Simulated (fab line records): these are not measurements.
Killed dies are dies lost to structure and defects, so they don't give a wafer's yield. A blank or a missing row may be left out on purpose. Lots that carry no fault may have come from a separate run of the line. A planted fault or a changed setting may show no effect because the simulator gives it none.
8D (eight disciplines) problem report, filled in by code	flow nand-harc	the parts of the form that need people (team, actions taken, sign-off) are left out

## 1. THE PROBLEM
Wafers without a fault read 994 nm, standard deviation 14; thk-nm at NHARC_A_ONON_D1_THK_MEAS_11 reads a mean of 522 nm on 4 wafers belonging to 3 lots. That is -34 standard deviations from the usual mean.
The step: measures by ellipsometry.
Earliest sighting: wafer L409.5 on film-metro-02 at day 13 18:29. The record has a number at this step for 41 wafers belonging to 14 lots. By rule, "out" or "out of limits" means more than 4 standard deviations away from the usual mean. The other wafers with a number count as sound.

## 2. WHAT IT IS; WHAT IT IS NOT
question	is	is not
which readings at this step	thk-nm	-
which lots	L409, L411, L412	L394, L395, L396, L397, L399, L400, L401, L402, L403, L404, L407
which wafers of those lots	L409.5, L411.2, L411.5, L412.5	L409.3, L409.6, L411.6, L412.4
read on which gauges	film-metro-01, film-metro-02	-
when	from day 13 18:29	up to then (35 sound wafers); but 2 sound wafers of L411, L412 came after

## 3. SUSPECTS, AND WHAT RULES EACH OUT
Counting: a tool at a process step up to the reading stays a suspect if it ran every lot that is out. Sound lots after the first of them don't rule it out here, since some wafers of a struck lot are sound.
- ruled out: the gauge at NHARC_A_ONON_D1_THK_MEAS_11. The wafers that are out were read on 2 gauges (film-metro-01, film-metro-02).
- pecvd-onon-03 at NHARC_A_ONON_D1_DEP_09 (target thk 1000 nm): kept. It ran every lot that is out, first L409 (day 13 18:06); its last sound lot up to then is L407 (day 13 01:52).
Left after counting: pecvd-onon-03 at NHARC_A_ONON_D1_DEP_09.

## 4. THE CAUSE (what the simulator had put in)
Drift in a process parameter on pecvd-onon-03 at NHARC_A_ONON_D1_DEP_09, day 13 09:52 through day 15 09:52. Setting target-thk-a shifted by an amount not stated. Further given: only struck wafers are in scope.
Counting left only this tool.

## 5. SEQUENCE OF EFFECTS, ordered by route
Rows list readings where the struck wafers' mean (over those with a number) sits beyond 3 standard deviations from the usual. Scope: only readings with a usual standard deviation given in the record; hours: median across lots of the time from each lot's start at the first step in this table that gives one to its start at this step; sigmas: change in usual standard deviations.
hours	step	reading	usual	on struck wafers	change	sigmas
0	NHARC_A_ONON_D1_THK_MEAS_11	thk-nm	994 nm	522	-472	-34
400	NHARC_END_SORT_01	killed-at-array	59	673	+614	+32
400	NHARC_END_SORT_01	killed-dies	64	677	+613	+32

## 6. WHAT WOULD HAVE CAUGHT IT SOONER
In this record the first reading out of limits at a measuring or inspecting step was taken at day 13 18:29, 9 hours after the fault began at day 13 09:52.
Of the tool readings at NHARC_A_ONON_D1_DEP_09 for which the record gives a usual standard deviation, none was out on any struck wafer, so an alarm limit of 4 standard deviations on them would not have fired.
Of the lots that are out (3), L411, L412 began NHARC_A_ONON_D1_DEP_09 on pecvd-onon-03 after day 13 18:29. A hold on the tool at that time would have spared those 2.
